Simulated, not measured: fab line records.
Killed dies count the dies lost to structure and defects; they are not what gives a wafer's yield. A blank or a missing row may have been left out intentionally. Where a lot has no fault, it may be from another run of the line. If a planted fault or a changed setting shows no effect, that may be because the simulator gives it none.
fab line records -- flow nand-harc
record lots=6, wafers=18, last-day=28
route steps=1302 shown P_M2@339 P_BONDPAD@351 END@1302
lots that met no fault: taken from a fault-free run of the same line
start-h: start of the lot's first displayed wafer, in hours after the record's first day -- wait-h: hours since the lot's step before -- " repeats the value in the row above -- L1.1+2: a row that stands for several wafers -- - value missing, or start not given -- * or withheld: withheld -- < > ~ a bound
route shown NAME@n: a module of which the file shows steps, and the number in the route of the first -- usual: mean/standard deviation of fault-free wafers -- same: alike in all rows -- chamber/n: place in a boat -- sites: per-site readings -- _std_site: how widely they spread, as a standard deviation -- _edge_site: the outer-site mean with the inner-site mean subtracted -- radius-mm: for every site, how far away it sits from the centre of the wafer -- mask NAME#n: copy n -- behind: tool/chamber where the wafer was last shaped -- hold: why the lot was held/for how many hours/how that ended -- device: whichever transistor did not switch (one of n, p or np) -- end of line: the tests these same wafers got at the end of their route -- a step without rows: its recipe alone -- killed: the dies lost at the first sort to structure and to defects; this is not the yield of the wafer -- map: a wafer's dies, x killed, . not, _ none there
set.NAME: the setting as run; set.NAME@STEP: as run at that earlier step -- model.NAME: the simulator's own value behind a step, which no gauge read
certain route steps with their lots: each step a table, each wafer a row
services: when a tool's chamber went out of use (start-h, in hours from the record's first day, below 0 if earlier), for how many hours, and the reason
## steps
# step NHARC_P_M2_PRE_CLEAN_30
# recipe time-s=30, temp-c=280, gas=H2/He
# usual heater-power-w=391/41
# same time-s=30
lot.wafer,tool,chamber,start-h,wait-h,heater-power-w
L232.4,pvd-sputter-03,-,-,-,424
L232.1,pvd-sputter-03,-,-,-,371
L232.5,pvd-sputter-03,-,-,-,367
L233.4,pvd-sputter-03,-,-,-,362
L233.1,pvd-sputter-03,-,-,-,417
L233.2,pvd-sputter-03,-,-,-,365
L234.3,pvd-sputter-01,-,-,-,380
L234.1,pvd-sputter-01,-,-,-,339
L234.6,pvd-sputter-01,-,-,-,370
L239.2,pvd-sputter-01,-,-,-,372
L239.3,pvd-sputter-01,-,-,-,348
L239.5,pvd-sputter-01,-,-,-,344
L240.1,pvd-sputter-02,-,-,-,484
L240.6,pvd-sputter-02,-,-,-,454
L240.5,pvd-sputter-02,-,-,-,361
L247.1,pvd-sputter-03,-,-,-,418
L247.2,pvd-sputter-03,-,-,-,371
L247.5,pvd-sputter-03,-,-,-,359
# step NHARC_P_M2_PVD_20
# recipe target-thk-a=50, bias-v=168.6, power-w=15000, chamber-pressure-pa=0.12, time-s=8.06, substrate-temp-c=50, material=TaN
# usual throttle-valve-pct=30.4/1
# same time-s=8.06
lot.wafer,tool,chamber,start-h,wait-h,throttle-valve-pct
L232.1,pvd-sputter-03,-,-,-,31.0
L232.4,pvd-sputter-03,-,-,-,32.2
L232.5,pvd-sputter-03,-,-,-,30.7
L233.4,pvd-sputter-03,-,-,-,31.0
L233.1,pvd-sputter-03,-,-,-,28.6
L233.2,pvd-sputter-03,-,-,-,29.9
L234.1,pvd-sputter-01,-,-,-,32.2
L234.3,pvd-sputter-01,-,-,-,30.4
L234.6,pvd-sputter-01,-,-,-,32.4
L239.2,pvd-sputter-01,-,-,-,29.4
L239.3,pvd-sputter-01,-,-,-,30.8
L239.5,pvd-sputter-01,-,-,-,32.1
L240.1,pvd-sputter-02,-,-,-,30.2
L240.5,pvd-sputter-02,-,-,-,29.0
L240.6,pvd-sputter-02,-,-,-,31.2
L247.1,pvd-sputter-03,-,-,-,29.2
L247.2,pvd-sputter-03,-,-,-,31.5
L247.5,pvd-sputter-03,-,-,-,30.1
# step NHARC_P_M2_PVD_21
# recipe target-thk-a=300, chamber-pressure-pa=5, power-w=5000, substrate-temp-c=30, time-s=20.49, material=Cu
# step NHARC_P_M2_ECD_22
# recipe target-thk-a=4000, bath-temp-c=25, material=Cu
# step NHARC_P_M2_ANNEAL_31
# recipe temp-c=225, time-s=90
# step NHARC_P_M2_CMP_23
# recipe t-overpolish-s=20, target-thk-nm=144.3
# step NHARC_P_M2_THK_MEAS_24
# recipe thk-meas-gauge=xrf
# usual thk-nm=144.3/1.6
lot.wafer,tool,chamber,start-h,wait-h,thk-nm
L232.1,film-metro-02,-,113.78,-,142.5
L232.4,film-metro-02,-,113.78,-,145.4
L232.5,film-metro-02,-,113.78,-,144.4
L233.1,film-metro-02,-,117.51,-,144.1
L233.2,film-metro-02,-,117.51,-,141.7
L233.4,film-metro-02,-,117.51,-,141.5
L234.1,film-metro-01,-,127.17,-,145.0
L234.3,film-metro-01,-,127.17,-,145.1
L234.6,film-metro-01,-,127.17,-,146.3
L239.2,film-metro-01,-,184.60,-,143.1
L239.3,film-metro-01,-,184.60,-,144.5
L239.5,film-metro-01,-,184.60,-,145.6
L240.1,film-metro-01,-,185.29,-,145.7
L240.5,film-metro-01,-,185.29,-,144.8
L240.6,film-metro-01,-,185.29,-,145.5
L247.1,film-metro-01,-,254.03,-,143.9
L247.2,film-metro-01,-,254.03,-,145.7
L247.5,film-metro-01,-,254.03,-,146.8
# step NHARC_P_M2_SRD_25
# step NHARC_P_M2_INSPECT_27
# usual raw-defect-count=315/130
lot.wafer,tool,chamber,start-h,wait-h,raw-defect-count
L232.1,defect-inspect-01,-,113.94,0.0,222
L232.4,defect-inspect-01,-,113.94,0.0,339
L232.5,defect-inspect-01,-,113.94,0.0,244
L233.1,defect-inspect-02,-,117.67,0.0,265
L233.2,defect-inspect-02,-,117.67,0.0,247
L233.4,defect-inspect-02,-,117.67,0.0,347
L234.1,defect-inspect-02,-,127.33,0.0,247
L234.3,defect-inspect-02,-,127.33,0.0,227
L234.6,defect-inspect-02,-,127.33,0.0,219
L239.2,defect-inspect-01,-,184.76,0.0,267
L239.3,defect-inspect-01,-,184.76,0.0,403
L239.5,defect-inspect-01,-,184.76,0.0,237
L240.1,defect-inspect-02,-,185.45,0.0,303
L240.5,defect-inspect-02,-,185.45,0.0,451
L240.6,defect-inspect-02,-,185.45,0.0,275
L247.1,defect-inspect-02,-,254.19,0.0,320
L247.2,defect-inspect-02,-,254.19,0.0,573
L247.5,defect-inspect-02,-,254.19,0.0,342
# step NHARC_P_M2_PRE_CLEAN_32
# recipe time-s=12, temp-c=370, rf-power-w=300, gas=NH3
# usual heater-power-w=635/49
# same time-s=12
lot.wafer,tool,chamber,start-h,wait-h,heater-power-w,since-wet-clean-h
L232.1,pecvd-03,2,114.02,0.1,645,116
L232.4,pecvd-03,1,114.02,0.1,632,-
L232.5,pecvd-03,0,114.02,0.1,649,-
L233.2,pecvd-03,2,117.75,0.1,586,120
L233.1,pecvd-03,0,117.75,0.1,621,120
L233.4,pecvd-03,1,117.75,0.1,678,-
L234.1,pecvd-03,2,127.57,0.2,598,130
L234.3,pecvd-03,1,127.57,0.2,686,130
L234.6,pecvd-03,2,127.57,0.2,603,-
L239.2,pecvd-03,0,184.82,0.1,695,6
L239.3,pecvd-03,1,184.82,0.1,541,6
L239.5,pecvd-03,2,184.82,0.1,617,-
L240.1,pecvd-03,0,185.54,0.1,699,7
L240.5,pecvd-03,2,185.54,0.1,669,-
L240.6,pecvd-03,0,185.54,0.1,720,-
L247.2,pecvd-03,1,254.27,0.1,611,75
L247.1,pecvd-03,2,254.27,0.1,614,75
L247.5,pecvd-03,2,254.27,0.1,624,-
# step NHARC_P_M2_DEP_33
# recipe target-thk-a=300, temp-c=370, target-thk-nm=30, pressure-torr=3, flow-sccm=200, rf-w=450, material=SiCN
# usual heater-power-w=586/55
lot.wafer,tool,chamber,start-h,wait-h,heater-power-w,since-wet-clean-h
L232.1,pecvd-03,2,114.13,0.1,604,116
L232.4,pecvd-03,1,114.13,0.1,625,-
L232.5,pecvd-03,0,114.13,0.1,587,-
L233.2,pecvd-03,2,117.86,0.1,501,120
L233.1,pecvd-03,0,117.86,0.1,630,120
L233.4,pecvd-03,1,117.86,0.1,592,-
L234.1,pecvd-03,2,127.65,0.1,588,130
L234.3,pecvd-03,1,127.65,0.1,582,130
L234.6,pecvd-03,2,127.65,0.1,588,-
L239.2,pecvd-03,0,184.90,0.1,682,6
L239.3,pecvd-03,1,184.90,0.1,546,6
L239.5,pecvd-03,2,184.90,0.1,521,-
L240.1,pecvd-03,0,185.68,0.1,615,7
L240.5,pecvd-03,2,185.68,0.1,556,-
L240.6,pecvd-03,0,185.68,0.1,610,-
L247.2,pecvd-03,1,254.38,0.1,528,76
L247.1,pecvd-03,2,254.38,0.1,529,76
L247.5,pecvd-03,2,254.38,0.1,537,-
# step NHARC_P_BONDPAD_DEP_00
# recipe target-thk-a=2500, temp-c=370, target-thk-nm=250, pressure-torr=3, flow-sccm=200, rf-w=450, material=SiCN
# usual heater-power-w=576/69
lot.wafer,tool,chamber,start-h,wait-h,heater-power-w,since-wet-clean-h
L232.1,pecvd-03,2,114.52,-,597,117
L232.4,pecvd-03,1,114.52,-,537,-
L232.5,pecvd-03,2,114.52,-,609,-
L233.1,pecvd-02,1,118.57,-,601,83
L233.2,pecvd-02,2,118.57,-,572,84
L233.4,pecvd-02,1,118.57,-,500,-
L234.3,pecvd-04,1,128.11,-,463,51
L234.1,pecvd-04,2,128.11,-,529,51
L234.6,pecvd-04,1,128.11,-,469,-
L239.3,pecvd-04,0,185.32,-,706,108
L239.2,pecvd-04,2,185.32,-,582,108
L239.5,pecvd-04,0,185.32,-,556,-
L240.1,pecvd-04,0,186.10,-,701,109
L240.5,pecvd-04,1,186.10,-,456,-
L240.6,pecvd-04,2,186.10,-,560,-
L240.1,pecvd-04,0,186.69,-,698,-
L240.5,pecvd-04,1,186.69,-,454,-
L240.6,pecvd-04,2,186.69,-,565,-
L247.1,pecvd-02,0,254.75,-,607,38
L247.2,pecvd-02,2,254.75,-,613,39
L247.5,pecvd-02,2,254.75,-,629,-
L247.1,pecvd-02,0,255.55,-,609,-
L247.2,pecvd-02,2,255.55,-,643,-
L247.5,pecvd-02,2,255.55,-,623,-
# step NHARC_P_BONDPAD_CMP_32
# recipe target-thk-nm=200, material=SiCN
# usual motor-current-A=11.8/1.4
lot.wafer,tool,chamber,start-h,wait-h,motor-current-A
L232.4,cmp-01,0,114.89,-,10.9
L232.1,cmp-01,3,114.89,-,13.9
L232.5,cmp-01,1,114.89,-,11.1
L233.4,cmp-01,3,118.97,-,13.8
L233.2,cmp-01,1,118.97,-,11.2
L233.1,cmp-01,2,118.97,-,10.8
L234.1,cmp-04,3,128.49,-,14.4
L234.3,cmp-04,0,128.49,-,11.6
L234.6,cmp-04,3,128.49,-,14.5
L239.2,cmp-02,3,185.72,-,10.7
L239.3,cmp-02,0,185.72,-,12.5
L239.5,cmp-02,3,185.72,-,11.3
L240.1,cmp-02,2,187.18,-,11.9
L240.6,cmp-02,3,187.18,-,10.7
L240.5,cmp-02,0,187.18,-,12.7
L247.1,cmp-04,3,256.08,-,15.2
L247.2,cmp-04,0,256.08,-,11.7
L247.5,cmp-04,3,256.08,-,15.0
# step NHARC_P_BONDPAD_THK_MEAS_33
# recipe thk-meas-gauge=ellipsometry
# usual thk-nm=199.7/1.2
lot.wafer,tool,chamber,start-h,wait-h,thk-nm
L232.1,film-metro-02,-,115.14,0.2,202.1
L232.4,film-metro-02,-,115.14,0.2,201.7
L232.5,film-metro-02,-,115.14,0.2,199.8
L233.1,film-metro-02,-,119.23,0.2,199.3
L233.2,film-metro-02,-,119.23,0.2,199.1
L233.4,film-metro-02,-,119.23,0.2,200.6
L234.1,film-metro-02,-,128.72,0.2,197.8
L234.3,film-metro-02,-,128.72,0.2,200.5
L234.6,film-metro-02,-,128.72,0.2,198.8
L239.2,film-metro-02,-,185.97,0.2,199.6
L239.3,film-metro-02,-,185.97,0.2,199.5
L239.5,film-metro-02,-,185.97,0.2,199.2
L240.1,film-metro-01,-,187.36,0.1,199.2
L240.5,film-metro-01,-,187.36,0.1,196.3
L240.6,film-metro-01,-,187.36,0.1,198.5
L247.1,film-metro-02,-,256.30,0.2,183.9
L247.2,film-metro-02,-,256.30,0.2,202.0
L247.5,film-metro-02,-,256.30,0.2,182.9
# step NHARC_P_BONDPAD_SRD_34
# step NHARC_END_SORT_01
# recipe temp-c=25
# usual defect-limited-yield=90.1/2.5, killed-at-array=62/18, killed-at-other=0.9/1.2, killed-at-periphery=4.2/2.9, killed-dies=67/17, killed-open=3.6/1.9, killed-short=2.5/1.6
# same gross-dies=677
lot.wafer,tool,chamber,start-h,wait-h,defect-limited-yield[%],killed-at-array,killed-at-other,killed-at-periphery,killed-dies,killed-open,killed-short
L240.6,prober-01,0,630.65,4.0,90.8,58,2,2,62,4,6
# killed by level:class
L240.6 A_SLIT:chamber-film-flake=29 A_CONTACT:chamber-film-flake=9 A_CHANNEL_HOLE_D2:chamber-film-flake=6 A_CHANNEL_HOLE_D1:chamber-film-flake=5 THIN_TSV:chamber-film-flake=2 P_GATE:geometric-particle:open=1 P_M0:geometric-particle:short=1 A_CHANNEL_FILL_D2:geometric-particle:short=1
## services
tool,chamber,start-h,hours,kind
cmp-04,-,88.39,4.0,pm
cmp-02,-,96.05,0.3,repair
pecvd-02,0,107.21,6.2,repair
cmp-02,-,110.58,4.0,pm
pvd-sputter-03,-,112.69,1.2,repair
cmp-02,-,118.72,1.4,repair
cmp-02,-,133.86,1.1,repair
pecvd-04,-,143.20,0.9,repair
pvd-sputter-03,-,146.00,10.0,pm
cmp-01,-,161.50,4.0,pm
pecvd-02,0,165.12,6.7,repair
pecvd-03,-,165.85,13.0,pm
cmp-02,-,177.44,1.5,repair
cmp-04,-,186.39,4.0,pm
pecvd-04,-,188.47,1.3,repair
pecvd-02,-,191.87,0.7,repair
pvd-sputter-02,-,201.45,2.2,repair
pvd-sputter-01,-,202.00,10.0,pm
pecvd-02,-,203.37,13.0,pm
cmp-02,-,208.58,4.0,pm
pvd-sputter-01,-,226.79,2.2,repair
cmp-01,-,228.25,0.3,repair
pecvd-04,-,245.44,13.0,pm
pvd-sputter-03,-,254.03,1.7,repair
## key
first-sign step=NHARC_P_BONDPAD_DEP_00, reading=visit, direction=added
effect step=NHARC_P_BONDPAD_THK_MEAS_33, reading=thk-nm, direction=down, sigmas=4.8, usual=199.7, struck=193.8, wafers-moved=4
met-at NHARC_P_BONDPAD_DEP_00
struck-wafers L240.1,L240.5,L240.6,L247.1,L247.2,L247.5
fault kind=repeated-step-whole, tool=pecvd-02,pecvd-03,pecvd-04, chamber=-, onset-h=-, steps=NHARC_P_BONDPAD_DEP_00, times=1, scope=struck-lots-only
